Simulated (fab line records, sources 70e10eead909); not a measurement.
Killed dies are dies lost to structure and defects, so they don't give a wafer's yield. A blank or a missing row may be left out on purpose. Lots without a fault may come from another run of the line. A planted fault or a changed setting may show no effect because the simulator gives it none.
fab line records | flow nand_harc
record lots=5 wafers=15 last_day=25
route steps=1159 shown P_M1@311 P_M2@318
lots that met no fault: from a run of the same line without faults
start_h: hours from the record's first day to the start of the lot's first wafer shown | wait_h: hours since the lot's step before | " the same as in the row above | L1.1+2: a row that stands for several wafers | - no value, or no start given | * or withheld: withheld | < > ~ a bound
route shown NAME@n: a module of which the file shows steps, and the number in the route of the first | usual: mean/standard deviation of fault-free wafers | same: alike in all rows | chamber/n: place in a boat | sites: the reading at each site | _std_site: their standard deviation | _edge_site: outer sites' mean less inner sites' | radius_mm: how far each site lies from the wafer's centre | mask NAME#n: copy n | behind: the tool/chamber that last shaped the wafer | hold: why the lot was held/for how many hours/how that ended | device: the transistor (n, p or np) that didn't switch | end of line: the same wafers' tests at the end of the route | a step without rows: its recipe alone | killed: dies lost to structure and defects at the first sort, not the wafer's yield | map: a wafer's dies, x killed, . not, _ none there
set.NAME: the setting as run; set.NAME@STEP: as run at that earlier step | model.NAME: the simulator's own value behind a step, which no gauge read
lots at some steps of the route; a table a step, a row a wafer
services: from which hour (start_h, from the record's first day; less than 0 if before it) a tool's chamber was out of use, for how many hours, and why
## steps
# step NHARC_P_M1_CMP_23
# recipe t_overpolish_s=20 target_thk_nm=157.82
# usual motor_current_A=12.2/1.1 time_to_endpoint_s=29.8/2.5
# columns lot.wafer tool chamber start_h wait_h motor_current_A time_to_endpoint_s
L081.1 cmp-03 3 168.17 - 13.3 27.0
L081.3 " 0 " " 12.4 26.3
L081.5 " 0 " " 12.7 24.9
L084.2 cmp-03 0 178.25 - 12.5 26.6
L084.5 " 1 " " 12.0 30.4
L084.6 " 2 " " 11.7 29.7
L085.4 cmp-02 3 210.34 - 10.9 26.6
L085.5 " 0 " " 13.3 27.9
L085.6 " 1 " " 12.7 28.3
L094.2 cmp-03 0 243.98 - 12.6 27.0
L094.4 " 2 " " 12.2 29.9
L094.5 " 3 " " 13.2 29.1
L096.3 cmp-02 1 263.83 - 12.5 27.1
L096.1 " 3 " " 11.2 25.2
L096.6 " 2 " " 12.7 29.4
# step NHARC_P_M1_THK_MEAS_24
# recipe thk_meas_gauge=xrf
# usual thk_nm=158.0/1.5
# columns lot.wafer tool chamber start_h wait_h thk_nm
L081.1 film_metro-01 - 168.48 - 157.5
L081.3 " - " " 154.2
L081.5 " - " " 157.8
L084.2 film_metro-01 - 178.48 - 158.6
L084.5 " - " " 157.1
L084.6 " - " " 158.1
L085.4 film_metro-01 - 210.57 - 157.2
L085.5 " - " " 157.4
L085.6 " - " " 157.9
L094.2 film_metro-02 - 244.27 - 155.3
L094.4 " - " " 156.4
L094.5 " - " " 157.3
L096.1 film_metro-02 - 264.14 - 156.4
L096.3 " - " " 156.5
L096.6 " - " " 158.8
# step NHARC_P_M1_SRD_25
# columns lot.wafer tool chamber start_h wait_h
L081.5+3+1 wet_bench-08 4,5,1 168.52 0.0
L084.2+5+6 wet_bench-10 7,0,2 178.52 0.0
L085.4+6+5 wet_bench-10 4,5,1 210.61 0.0
L094.4+5+2 wet_bench-10 6,7,1 244.34 0.1
L096.3+6+1 wet_bench-10 7,0,1 264.18 0.0
# step NHARC_P_M1_INSPECT_27
# usual raw_defect_count=320/130
# columns lot.wafer tool chamber start_h wait_h raw_defect_count
L081.1 defect_inspect-02 - 168.64 0.0 322
L081.3 " - " " 261
L081.5 " - " " 290
L084.2 defect_inspect-02 - 178.64 0.0 255
L084.5 " - " " 315
L084.6 " - " " 169
L085.4 defect_inspect-01 - 210.73 0.0 470
L085.5 " - " " 328
L085.6 " - " " 310
L094.2 defect_inspect-02 - 244.48 0.0 717
L094.4 " - " " 437
L094.5 " - " " 576
L096.1 defect_inspect-01 - 264.29 0.0 382
L096.3 " - " " 315
L096.6 " - " " 325
# step NHARC_P_M1_PRE_CLEAN_32
# recipe time_s=12 temp_c=370 rf_power_w=300 gas=NH3
# usual heater_power_outer_w=389/46 heater_power_w=676/81 susceptor_temp_C=370.02/0.22
# columns lot.wafer tool chamber start_h wait_h heater_power_outer_w heater_power_w susceptor_temp_C
L081.3 pecvd-02 0 168.71 0.1 349 686 369.95
L081.1 " 1 " " 352 589 369.80
L081.5 " 2 " " 369 661 369.88
L084.2 pecvd-02 1 178.70 0.1 296 500 370.16
L084.6 " 2 " " 404 711 370.12
L084.5 " 0 " " 450 812 370.09
L085.6 pecvd-01 0 210.84 0.1 433 724 369.68
L085.4 " 1 " " 434 746 369.75
L085.5 " 2 " " 377 626 369.99
L094.2 pecvd-02 0 244.78 0.3 468 808 370.07
L094.5 " 2 " " 399 716 369.92
L094.4 " 0 " " 462 812 370.36
L096.1 pecvd-03 1 264.38 0.1 386 640 369.80
L096.3 " 2 " " 354 674 370.23
L096.6 " 2 " " 366 654 370.15
# step NHARC_P_M1_DEP_33
# recipe target_thk_a=300 temp_c=370 target_thk_nm=30 pressure_torr=3 flow_sccm=200 rf_w=450 material=SiCN
# usual heater_power_outer_w=349/51 heater_power_w=621/87 susceptor_temp_C=370.01/0.21
# columns lot.wafer tool chamber start_h wait_h heater_power_outer_w heater_power_w susceptor_temp_C
L081.3 pecvd-02 0 168.79 0.1 419 754 369.96
L081.1 " 1 " " 259 462 369.94
L081.5 " 2 " " 406 694 369.74
L084.2 pecvd-02 1 178.78 0.1 241 436 370.30
L084.6 " 2 " " 337 622 369.86
L084.5 " 0 " " 392 731 369.88
L085.6 pecvd-01 0 211.01 0.2 395 676 369.96
L085.4 " 1 " " 388 695 369.71
L085.5 " 2 " " 333 538 370.23
L094.2 pecvd-02 0 244.92 0.1 430 771 370.13
L094.5 " 2 " " 387 685 370.10
L094.4 " 0 " " 430 761 369.98
L096.1 pecvd-03 1 264.49 0.1 407 675 369.87
L096.3 " 2 " " 326 641 369.81
L096.6 " 2 " " 343 626 369.98
# step NHARC_P_M2_DEP_00
# recipe target_thk_a=1825 target_thk_nm=182.5 temp_c=withheld pressure_torr=5 flow_sccm=200 rf_w=600 material=SiOC
# columns lot.wafer tool chamber start_h wait_h
L081.3+1+5 pecvd-01 2,1,2 169.20 -
L084.2+5+6 pecvd-03 1,0,1 179.27 -
L085.4+5+6 pecvd-01 1,2,0 - -
L094.2+5+4 pecvd-03 1,1,0 245.25 -
L096.3+1+6 pecvd-02 2,1,1 264.84 -
# step NHARC_P_M2_DEHYDRATE_01
# recipe temp_c=150 time_s=120
# columns lot.wafer tool chamber start_h wait_h
L081.1+3+5 litho_track-04 0 169.60 -
L084.2+5+6 litho_track-04 0 179.61 -
L085.4+5+6 litho_track-04 0 211.67 -
L094.2+4+5 litho_track-04 0 245.66 -
L096.1+3+6 litho_track-04 0 265.24 -
# step NHARC_P_M2_HMDS_02
# recipe time_s=30
# columns lot.wafer tool chamber start_h wait_h
L081.1+3+5 litho_track-04 0 - -
L084.2+5+6 litho_track-04 0 - -
L085.4+5+6 litho_track-04 0 - -
L094.2+4+5 litho_track-04 0 - -
L096.1+3+6 litho_track-04 0 - -
# step NHARC_P_M2_COAT_34
# recipe temp_c=200 time_s=65
# columns lot.wafer tool chamber start_h wait_h
L081.1+3+5 litho_track-04 0 - -
L084.2+5+6 litho_track-04 0 - -
L085.4+5+6 litho_track-04 0 - -
L094.2+4+5 litho_track-04 0 - -
L096.1+3+6 litho_track-04 0 - -
# step NHARC_P_M2_COAT_03
# recipe spin_rpm=1500 resist_thk_nm=90
# columns lot.wafer tool chamber start_h wait_h
L081.1+3+5 litho_track-04 0 - -
L084.2+5+6 litho_track-04 0 - -
L085.4+5+6 litho_track-04 0 - -
L094.2+4+5 litho_track-04 0 - -
L096.1+3+6 litho_track-04 0 - -
# step NHARC_P_M2_SOFTBAKE_04
# recipe temp_c=105 time_s=55
# columns lot.wafer tool chamber start_h wait_h
L081.1+3+5 litho_track-04 0 - -
L084.2+5+6 litho_track-04 0 - -
L085.4+5+6 litho_track-04 0 - -
L094.2+4+5 litho_track-04 0 - -
L096.1+3+6 litho_track-04 0 - -
# step NHARC_P_M2_EBR_05
# columns lot.wafer tool chamber start_h wait_h
L081.1+3+5 litho_track-04 0 - -
L084.2+5+6 litho_track-04 0 - -
L085.4+5+6 litho_track-04 0 - -
L094.2+4+5 litho_track-04 0 - -
L096.1+3+6 litho_track-04 0 - -
# step NHARC_P_M2_EXPOSE_06
# recipe na=1.35 target_cd_nm=170 dose_mj=80.78 mask_id=P_M2
# columns lot.wafer tool chamber start_h wait_h mask
L081.1+3+5 arfi_scanner-02 0 169.89 - P_M2#0
L084.2+5+6 arfi_scanner-03 0 179.90 - P_M2#0
L085.4+5+6 arfi_scanner-03 0 211.98 - P_M2#0
L094.2+4+5 arfi_scanner-01 0 245.83 - P_M2#0
L096.1+3+6 arfi_scanner-01 0 265.53 - P_M2#0
# step NHARC_P_M2_PEB_07
# recipe peb_temp_c=100 peb_time_s=65
# columns lot.wafer tool chamber start_h wait_h
L081.1+3+5 litho_track-06 0 169.95 0.1
L084.2+5+6 litho_track-01 0 179.96 0.1
L085.4+5+6 litho_track-01 0 212.03 0.0
L094.2+4+5 litho_track-01 0 245.88 0.1
L096.1+3+6 litho_track-01 0 265.59 0.1
# step NHARC_P_M2_DEVELOP_08
# recipe develop_time_s=35 dev_temp_c=23
# columns lot.wafer tool chamber start_h wait_h
L081.1+3+5 litho_track-06 0 - -
L084.2+5+6 litho_track-01 0 - -
L085.4+5+6 litho_track-01 0 - -
L094.2+4+5 litho_track-01 0 - -
L096.1+3+6 litho_track-01 0 - -
# step NHARC_P_M2_CD_MEAS_09
# recipe target_cd_nm=170 landing_energy_ev=500
# usual cd_nm=170.1/0.54
# columns lot.wafer tool chamber start_h wait_h cd_nm
L081.1 cd_sem-03 0 170.03 - 169.9
L081.3 " 0 " " 169.7
L081.5 " 0 " " 169.5
L084.2 cd_sem-01 0 180.04 - 171.3
L084.5 " 0 " " 170.5
L084.6 " 0 " " 169.9
L085.4 cd_sem-03 0 212.11 - 170.1
L085.5 " 0 " " 169.9
L085.6 " 0 " " 170.8
L094.2 cd_sem-01 0 245.96 - 170.0
L094.4 " 0 " " 170.0
L094.5 " 0 " " 169.8
L096.1 cd_sem-03 0 265.67 - 170.3
L096.3 " 0 " " 170.5
L096.6 " 0 " " 170.3
# step NHARC_P_M2_OVL_MEAS_10
# recipe pitch_nm=340
# usual overlay_x_nm=0.1/1.1 overlay_y_nm=0.1/0.75
# columns lot.wafer tool chamber start_h wait_h overlay_x_nm overlay_y_nm
L081.1 overlay-01 - 170.12 - 0.8 -0.1
L081.3 " - " " 0.3 0.2
L081.5 " - " " 0.7 0.4
L084.2 overlay-02 - 180.12 - -0.5 -0.1
L084.5 " - " " 0.0 -0.1
L084.6 " - " " -0.1 0.2
L085.4 overlay-02 - 212.19 - 2.3 1.7
L085.5 " - " " 1.5 1.5
L085.6 " - " " 1.6 1.4
L094.2 overlay-01 - 246.06 - -0.4 -0.7
L094.4 " - " " -0.8 -1.0
L094.5 " - " " -1.3 -1.2
L096.1 overlay-02 - 265.76 - 0.5 -0.4
L096.3 " - " " 0.7 0.2
L096.6 " - " " 0.7 -0.3
# step NHARC_P_M2_INSPECT_11
# usual raw_defect_count=4.1/2.2
# columns lot.wafer tool chamber start_h wait_h raw_defect_count
L081.1 defect_inspect-01 - 170.16 0.0 7
L081.3 " - " " 5
L081.5 " - " " 2
L084.2 defect_inspect-02 - 180.16 0.0 5
L084.5 " - " " 4
L084.6 " - " " 6
L085.4 defect_inspect-01 - 212.23 0.0 7
L085.5 " - " " 2
L085.6 " - " " 4
L094.2 defect_inspect-01 - 246.10 0.0 6
L094.4 " - " " 6
L094.5 " - " " 8
L096.1 defect_inspect-02 - 265.79 0.0 4
L096.3 " - " " 4
L096.6 " - " " 2
# step NHARC_P_M2_DESCUM_14
# recipe time_s=3 o2_flow_sccm=200 ar_flow_sccm=0 bias_power_w=0 chemistry=O2
# usual drypump_motor_current_A=5.9/0.48 o2_flow_sccm=200.0/0.64 oes_product_au=0.996/0.011 rf_vpp_V=57.9/0.86 showerhead_plenum_p_Torr=1.91/0.072 throttle_valve_pct=11.311/0.0091
# columns lot.wafer tool chamber start_h wait_h drypump_motor_current_A o2_flow_sccm oes_product_au rf_hours_counter_h rf_vpp_V showerhead_plenum_p_Torr throttle_valve_pct
L081.1 rie_diel-08 2 170.22 0.1 4.9 200.5 0.983 7 58.4 2.04 11.314
L081.3 " 3 " " 6.2 200.8 0.982 6 58.5 1.83 11.312
L081.5 " 2 " " 4.9 199.3 0.986 - 58.2 2.04 11.322
L084.2 rie_diel-09 1 180.24 0.1 5.4 199.9 0.983 3 57.2 1.88 11.321
L084.5 " 3 " " 6.3 200.3 1.004 - 58.8 1.90 11.297
L084.6 " 0 " " 6.3 199.3 0.984 - 58.0 2.02 11.303
L085.4 rie_diel-09 1 212.31 0.1 5.5 200.4 0.988 5 58.0 1.88 11.285
L085.6 " 2 " " 5.5 200.0 0.993 - 57.7 1.85 11.323
L085.5 " 3 " " 6.3 200.6 1.010 - 56.6 1.90 11.296
L094.2 rie_diel-09 0 246.16 0.1 6.3 201.5 0.978 6 59.6 2.02 11.314
L094.4 " 2 " " 5.5 199.5 1.012 6 57.2 1.85 11.319
L094.5 " 0 " " 6.4 200.3 0.974 - 58.4 2.02 11.311
L096.1 rie_diel-09 2 265.86 0.1 5.5 200.1 1.001 0 58.3 1.85 11.308
L096.3 " 3 " " 6.3 198.8 1.004 0 57.7 1.90 11.308
L096.6 " 2 " " 5.5 198.9 0.994 - 58.2 1.85 11.310
# step NHARC_P_M2_ETCH_35
# recipe target_depth_a=400 overetch_a=120 time_s=43.94 ion_energy_ev=200 n2_flow_sccm=150 h2_flow_sccm=150 ar_flow_sccm=0 rf_w=400 bias_w=150 chemistry=N2/H2
# usual drypump_motor_current_A=5.8/0.48 oes_product_au=0.997/0.011 rf_vpp_V=430.4/2.3 showerhead_plenum_p_Torr=2.03/0.079 throttle_valve_pct=14.171/0.009
# columns lot.wafer tool chamber start_h wait_h drypump_motor_current_A oes_product_au rf_hours_counter_h rf_vpp_V showerhead_plenum_p_Torr throttle_valve_pct
L081.1 rie_diel-08 3 170.33 0.1 6.2 0.992 6 427.7 1.95 14.174
L081.3 " 1 " " 6.1 0.995 8 430.4 2.00 14.172
L081.5 " 2 " " 4.9 0.996 - 434.2 2.18 14.164
L084.2 rie_diel-09 3 180.32 0.1 6.3 1.014 3 430.1 2.02 14.189
L084.5 " 0 " " 6.3 0.998 - 434.2 2.15 14.178
L084.6 " 1 " " 5.5 0.986 - 429.0 2.00 14.174
L085.4 rie_diel-09 3 212.38 0.1 6.3 1.016 4 430.0 2.02 14.172
L085.6 " 1 " " 5.4 0.982 - 429.6 2.00 14.166
L085.5 " 2 " " 5.5 0.997 - 428.4 1.97 14.162
L094.4 rie_diel-09 2 246.24 0.1 5.5 0.992 6 430.3 1.97 14.161
L094.2 " 3 " " 6.3 1.001 6 430.8 2.02 14.168
L094.5 " 2 " " 5.5 0.998 - 427.3 1.97 14.180
L096.3 rie_diel-09 3 265.94 0.1 6.3 1.009 0 429.4 2.02 14.178
L096.1 " 0 " " 6.3 0.985 0 433.3 2.15 14.162
L096.6 " 3 " " 6.3 1.007 - 428.7 2.02 14.154
# step NHARC_P_M2_ETCH_15
# recipe target_depth_a=1825 time_s=91.2 c4f8_flow_sccm=withheld ar_flow_sccm=400 rf_w=600 bias_w=300 chemistry=C4F8/Ar
# usual oes_product_au=0.937/0.022 rf_vpp_V=440.8/2.4
# columns lot.wafer tool chamber start_h wait_h oes_product_au rf_hours_counter_h rf_vpp_V
L081.1 rie_diel-08 0 - - 0.929 7 439.2
L081.3 " 1 " " 0.907 8 438.8
L081.5 " 3 " " 0.917 - 437.7
L084.2 rie_diel-09 0 - - 0.949 4 444.5
L084.5 " 1 " " 0.972 - 440.8
L084.6 " 2 " " 0.976 - 437.6
L085.4 rie_diel-09 1 - - 0.962 5 440.9
L085.5 " 3 " " 0.969 - 441.5
L085.6 " 0 " " 0.969 - 443.5
L094.2 rie_diel-09 2 - - 0.935 6 438.6
L094.4 " 1 " " 0.948 6 440.4
L094.5 " 3 " " 0.923 - 440.9
L096.3 rie_diel-09 2 - - 0.978 0 439.8
L096.1 " 3 " " 0.970 0 438.8
L096.6 " 1 " " 0.955 - 439.7
# step NHARC_P_M2_CD_MEAS_16
# usual cd_nm=170.3/0.82
# columns lot.wafer tool chamber start_h wait_h cd_nm
L081.1 cd_sem-03 - 170.93 - 170.2
L081.3 " - " " 169.8
L081.5 " - " " 170.1
L084.2 cd_sem-03 - 180.53 - 170.8
L084.5 " - " " 171.5
L084.6 " - " " 170.9
L085.4 cd_sem-03 - 212.61 - 169.7
L085.5 " - " " 170.4
L085.6 " - " " 171.7
L094.2 cd_sem-03 - 246.46 - 171.2
L094.4 " - " " 169.7
L094.5 " - " " 170.0
L096.1 cd_sem-01 - 266.16 - 169.9
L096.3 " - " " 170.4
L096.6 " - " " 169.9
# step NHARC_P_M2_STRIP_18
# recipe power_w=1000 n2_flow_sccm=150 h2_flow_sccm=150 ar_flow_sccm=0 bias_w=0 chemistry=N2/H2
# usual drypump_motor_current_A=5.9/0.42 oes_product_au=0.998/0.0099 rf_vpp_V=90.7/1 showerhead_plenum_p_Torr=2.05/0.08 throttle_valve_pct=14.171/0.0096
# columns lot.wafer tool chamber start_h wait_h drypump_motor_current_A oes_product_au rf_hours_counter_h rf_vpp_V showerhead_plenum_p_Torr throttle_valve_pct
L081.1 rie_diel-09 0 171.03 0.1 6.4 0.987 3 90.6 2.15 14.181
L081.3 " 1 " " 5.4 0.990 3 91.2 2.00 14.172
L081.5 " 0 " " 6.3 0.995 - 92.1 2.15 14.177
L084.2 rie_diel-09 3 180.65 0.1 6.3 1.016 3 89.9 2.02 14.174
L084.5 " 1 " " 5.5 0.983 - 91.2 2.00 14.166
L084.6 " 2 " " 5.5 1.002 - 91.4 1.97 14.170
L085.4 rie_diel-08 3 212.68 0.1 6.2 0.991 16 90.1 1.95 14.187
L085.5 " 3 " " 6.2 1.002 - 88.9 1.95 14.174
L085.6 " 0 " " 6.3 1.007 - 90.7 1.97 14.167
L094.4 rie_diel-09 0 246.56 0.1 6.4 0.985 6 92.7 2.15 14.185
L094.2 " 1 " " 5.5 0.983 6 89.6 2.00 14.151
L094.5 " 3 " " 6.3 1.022 - 90.0 2.02 14.182
L096.3 rie_diel-09 0 266.26 0.1 6.4 0.994 0 91.9 2.15 14.177
L096.1 " 1 " " 5.5 0.981 0 91.5 2.00 14.162
L096.6 " 0 " " 6.3 0.994 - 89.6 2.15 14.162
# step NHARC_P_M2_ETCH_28
# recipe target_depth_a=300 over_etch_frac=0.3 time_s=72.99 ion_energy_ev=150 cf4_flow_sccm=50 n2_flow_sccm=100 ar_flow_sccm=150 rf_w=300 bias_w=100 chemistry=CF4/N2
# usual cf4_flow_sccm=50.02/0.16 drypump_motor_current_A=5.9/0.42 oes_product_au=0.997/0.011 rf_vpp_V=314.3/1.8 showerhead_plenum_p_Torr=2.64/0.096 throttle_valve_pct=19.793/0.0089
# columns lot.wafer tool chamber start_h wait_h cf4_flow_sccm drypump_motor_current_A oes_product_au rf_hours_counter_h rf_vpp_V showerhead_plenum_p_Torr throttle_valve_pct
L081.3 rie_diel-09 0 - - 49.90 6.4 0.995 3 314.9 2.76 19.803
L081.1 " 1 " " 50.20 5.4 0.985 3 313.1 2.58 19.790
L081.5 " 0 " " 50.06 6.4 1.000 - 317.0 2.76 19.799
L084.2 rie_diel-09 2 - - 50.01 5.5 0.994 4 313.3 2.55 19.780
L084.6 " 3 " " 50.06 6.3 1.000 - 314.9 2.61 19.800
L084.5 " 0 " " 50.01 6.3 0.981 - 317.9 2.76 19.821
L085.4 rie_diel-08 3 - - 50.07 6.2 1.008 16 312.8 2.52 19.791
L085.5 " 1 " " 49.97 6.1 0.987 - 311.4 2.58 19.785
L085.6 " 2 " " 50.14 4.9 0.996 - 318.0 2.79 19.802
L094.2 rie_diel-09 3 - - 50.06 6.3 1.013 6 314.0 2.61 19.802
L094.4 " 1 " " 50.03 5.5 0.990 6 312.7 2.58 19.804
L094.5 " 2 " " 49.93 5.5 1.009 - 312.6 2.55 19.779
L096.1 rie_diel-09 3 - - 50.05 6.3 1.010 0 311.6 2.60 19.784
L096.3 " 0 " " 49.87 6.3 0.985 0 315.3 2.76 19.795
L096.6 " 2 " " 50.11 5.5 1.003 - 313.1 2.54 19.781
# step NHARC_P_M2_STRIP_19
# recipe time_s=600 temp_c=30 chemistry=post_etch_residue_remover
# columns lot.wafer tool chamber start_h wait_h
L081.5+3+1 wet_bench-08 0,1,2 171.38 -
L084.6+5+2 wet_bench-08 6,7,1 180.98 -
L085.5+6+4 wet_bench-08 5,6,7 213.28 -
L094.5+2+4 wet_bench-08 4,0,1 246.91 -
L096.3+1+6 wet_bench-08 0,2,4 266.61 -
# step NHARC_P_M2_DEGAS_29
# recipe temp_c=250 time_s=60
# usual heater_power_w=346/35 susceptor_temp_C=249.99/0.17
# columns lot.wafer tool chamber start_h wait_h heater_power_w susceptor_temp_C
L081.3 pvd_sputter-02 - 171.64 - 344 249.98
L081.1 " - " " 311 250.12
L081.5 " - " " 342 250.05
L084.2 pvd_sputter-03 - 181.26 - 394 250.04
L084.5 " - " " 347 250.05
L084.6 " - " " 304 249.60
L085.4 pvd_sputter-01 - 213.55 - 342 249.67
L085.6 " - " " 311 250.28
L085.5 " - " " 387 249.99
L094.2 pvd_sputter-02 - 247.17 - 309 250.03
L094.4 " - " " 356 249.67
L094.5 " - " " 350 250.00
L096.3 pvd_sputter-01 - 266.88 - 391 249.74
L096.1 " - " " 336 249.89
L096.6 " - " " 391 249.93
# step NHARC_P_M2_PRE_CLEAN_30
# recipe time_s=30 temp_c=280 gas=H2/He
# usual heater_power_w=427/42 susceptor_temp_C=280.00/0.18
# columns lot.wafer tool chamber start_h wait_h heater_power_w susceptor_temp_C
L081.1 pvd_sputter-02 - - - 426 280.03
L081.3 " - " " 359 280.13
L081.5 " - " " 411 280.03
L084.2 pvd_sputter-03 - - - 371 280.38
L084.6 " - " " 414 280.06
L084.5 " - " " 364 280.32
L085.4 pvd_sputter-01 - - - 377 -
L085.5 " - " " 490 -
L085.6 " - " " 413 -
L094.2 pvd_sputter-02 - - - 491 280.01
L094.4 " - " " 369 280.25
L094.5 " - " " 426 280.16
L096.1 pvd_sputter-01 - - - 416 279.60
L096.3 " - " " 447 279.94
L096.6 " - " " 419 279.91
# step NHARC_P_M2_PVD_20
# recipe target_thk_a=50 bias_v=168.6 power_w=15000 chamber_pressure_pa=0.12 time_s=8.06 substrate_temp_c=50 material=TaN
# usual chamber_pressure_pa=0.11994/0.00024 throttle_valve_pct=30.3/0.9
# columns lot.wafer tool chamber start_h wait_h chamber_pressure_pa throttle_valve_pct
L081.3 pvd_sputter-02 - - - 0.12016 29.8
L081.1 " - " " 0.11984 28.8
L081.5 " - " " 0.12003 30.6
L084.2 pvd_sputter-03 - - - 0.11978 30.5
L084.5 " - " " 0.11961 30.0
L084.6 " - " " 0.12026 30.6
L085.4 pvd_sputter-01 - - - 0.11985 29.7
L085.5 " - " " 0.11985 31.0
L085.6 " - " " 0.12005 29.8
L094.4 pvd_sputter-02 - - - 0.11989 30.9
L094.2 " - " " 0.11972 30.7
L094.5 " - " " 0.11995 28.0
L096.1 pvd_sputter-01 - - - 0.11979 31.7
L096.3 " - " " 0.12033 29.8
L096.6 " - " " 0.11979 30.0
# step NHARC_P_M2_PVD_21
# recipe target_thk_a=300 chamber_pressure_pa=5 power_w=5000 substrate_temp_c=30 time_s=20.49 material=Cu
# usual chamber_pressure_pa=4.999/0.011 throttle_valve_pct=30.3/0.92
# columns lot.wafer tool chamber start_h wait_h chamber_pressure_pa throttle_valve_pct
L081.3 pvd_sputter-02 - - - 5.000 30.8
L081.1 " - " " 5.001 29.7
L081.5 " - " " 5.011 30.7
L084.2 pvd_sputter-03 - - - 4.985 29.7
L084.5 " - " " 5.005 30.5
L084.6 " - " " 4.980 29.7
L085.4 pvd_sputter-01 - - - 5.002 30.9
L085.6 " - " " 4.983 31.8
L085.5 " - " " 4.980 29.8
L094.2 pvd_sputter-02 - - - 5.001 30.7
L094.4 " - " " 4.987 31.1
L094.5 " - " " 5.003 30.4
L096.3 pvd_sputter-01 - - - 4.993 29.5
L096.1 " - " " 5.012 30.8
L096.6 " - " " 4.986 30.0
# step NHARC_P_M2_ECD_22
# recipe target_thk_a=4000 bath_temp_c=25 material=Cu
# columns lot.wafer tool chamber start_h wait_h
L081.1+3+5 ecd_cu-02 1,0,0 172.05 -
L084.2+6+5 ecd_cu-01 0,1,0 182.27 -
L085.4+5+6 ecd_cu-01 0,0,1 213.99 -
L094.2+4+5 ecd_cu-02 1,0,0 247.53 -
L096.1+3+6 ecd_cu-02 1 267.28 -
# step NHARC_P_M2_ANNEAL_31
# recipe temp_c=225 time_s=90
# usual wafer_temp_C_max=225.7/0.32
# columns lot.wafer tool chamber start_h wait_h wafer_temp_C_max
L081.1 rtp_anneal-02 0 172.38 - 225.4
L081.3 " 0 " " 225.4
L081.5 " 0 " " 225.5
L084.2 rtp_anneal-02 0 182.66 0.3 225.3
L084.5 " 0 " " 225.4
L084.6 " 0 " " 225.7
L085.4 rtp_anneal-01 0 214.43 - 226.2
L085.5 " 0 " " 226.6
L085.6 " 0 " " 226.3
L094.2 rtp_anneal-01 0 247.96 0.4 226.0
L094.4 " 0 " " 225.6
L094.5 " 0 " " 225.9
L096.1 rtp_anneal-01 0 267.64 0.3 226.1
L096.3 " 0 " " 226.0
L096.6 " 0 " " 226.2
# step NHARC_P_M2_CMP_23
# recipe t_overpolish_s=20 target_thk_nm=144.3
# usual motor_current_A=12.1/1.1 time_to_endpoint_s=29.7/2.2
# columns lot.wafer tool chamber start_h wait_h motor_current_A time_to_endpoint_s
L081.1 cmp-03 3 172.75 - 13.8 28.2
L081.3 " 0 " " 12.7 25.9
L081.5 " 3 " " 13.3 26.3
L084.2 cmp-03 2 183.01 - 11.7 31.1
L084.6 " 0 " " 13.1 29.3
L084.5 " 1 " " 11.8 31.8
L085.4 cmp-02 0 214.64 - 13.3 32.0
L085.6 " 3 " " 11.6 29.9
L085.5 " 0 " " 12.6 31.0
L094.4 cmp-02 2 248.25 - 11.7 32.3
L094.2 " 0 " " 13.8 30.8
L094.5 " 2 " " 12.6 33.3
L096.1 cmp-03 3 267.98 - 13.8 34.6
L096.3 " 0 " " 13.4 30.2
L096.6 " 0 " " 13.0 30.9
# step NHARC_P_M2_THK_MEAS_24
# recipe thk_meas_gauge=xrf
# usual thk_nm=144.4/1.4
# columns lot.wafer tool chamber start_h wait_h thk_nm
L081.1 film_metro-01 - 173.04 - 144.1
L081.3 " - " " 143.5
L081.5 " - " " 144.2
L084.2 film_metro-01 - 183.27 - 145.7
L084.5 " - " " 146.0
L084.6 " - " " 145.6
L085.4 film_metro-02 - 214.93 - 144.7
L085.5 " - " " 142.9
L085.6 " - " " 143.0
L094.2 film_metro-01 - 248.57 - 142.7
L094.4 " - " " 146.6
L094.5 " - " " 145.0
L096.1 film_metro-01 - 268.30 - 145.5
L096.3 " - " " 145.6
L096.6 " - " " 142.7
# step NHARC_P_M2_SRD_25
# columns lot.wafer tool chamber start_h wait_h
L081.5+1+3 wet_bench-10 3,4,0 173.08 0.0
L084.2+5+6 wet_bench-08 2,6,7 183.31 0.0
L085.6+5+4 wet_bench-08 4,5,0 214.97 0.0
L094.4+2+5 wet_bench-08 6,7,1 248.61 0.0
L096.1+6+3 wet_bench-10 6,0,2 268.34 0.0
# step NHARC_P_M2_INSPECT_27
# usual raw_defect_count=304/110
# columns lot.wafer tool chamber start_h wait_h raw_defect_count
L081.1 defect_inspect-02 - 173.19 0.0 540
L081.3 " - " " 363
L081.5 " - " " 362
L084.2 defect_inspect-01 - 183.42 0.0 184
L084.5 " - " " 332
L084.6 " - " " 160
L085.4 defect_inspect-02 - 215.09 0.0 638
L085.5 " - " " 754
L085.6 " - " " 296
L094.2 defect_inspect-01 - 248.73 0.0 394
L094.4 " - " " 445
L094.5 " - " " 304
L096.1 defect_inspect-01 - 268.45 0.0 342
L096.3 " - " " 644
L096.6 " - " " 240
# step NHARC_P_M2_PRE_CLEAN_32
# recipe time_s=12 temp_c=370 rf_power_w=300 gas=NH3
# usual heater_power_outer_w=387/48 heater_power_w=671/76 susceptor_temp_C=369.98/0.22
# columns lot.wafer tool chamber start_h wait_h heater_power_outer_w heater_power_w susceptor_temp_C
L081.1 pecvd-01 2 173.26 0.1 386 638 370.12
L081.3 " 1 " " 346 637 369.84
L081.5 " 2 " " 394 643 370.33
L084.2 pecvd-03 0 183.49 0.1 303 564 370.15
L084.5 " 0 " " 302 556 370.29
L084.6 " 1 " " 457 748 370.20
L085.5 pecvd-01 2 215.19 0.1 398 638 369.92
L085.4 " 0 " " 383 663 369.73
L085.6 " 1 " " 402 709 370.16
L094.2 pecvd-03 0 248.83 0.1 311 553 369.82
L094.5 " 0 " " 312 553 369.63
L094.4 " 1 " " 462 744 370.27
L096.1 pecvd-01 1 268.54 0.1 470 834 370.38
L096.3 " 2 " " 346 587 369.88
L096.6 " 0 " " 390 651 370.02
## services
# columns tool chamber start_h hours kind
cmp-02 - 149.42 4.2 repair
rie_diel-09 1 151.71 4.7 repair
pecvd-02 - 153.00 13.0 pm
cmp-03 - 156.09 4.0 pm
pvd_sputter-01 - 158.05 10.0 pm
cmp-02 - 158.80 1.5 repair
pecvd-03 0 169.67 9.2 repair
cmp-02 - 179.23 2.0 repair
cmp-02 - 206.78 1.7 repair
cmp-03 - 210.48 0.8 repair
pvd_sputter-02 - 214.02 10.0 pm
pvd_sputter-01 - 219.63 4.7 repair
rie_diel-08 0 222.34 17.2 repair
pecvd-03 0 226.21 5.2 repair
rie_diel-08 - 227.69 1.1 repair
pvd_sputter-01 - 229.52 4.9 repair
wet_bench-08 - 230.40 8.0 pm
pecvd-01 - 237.00 13.0 pm
rie_diel-08 - 240.22 1.5 repair
wet_bench-10 - 247.20 8.0 pm
cmp-03 - 254.09 4.0 pm
rie_diel-09 - 254.10 9.0 pm
rie_diel-08 - 254.84 0.5 repair
litho_track-01 - 268.00 7.0 pm
## key
fault none
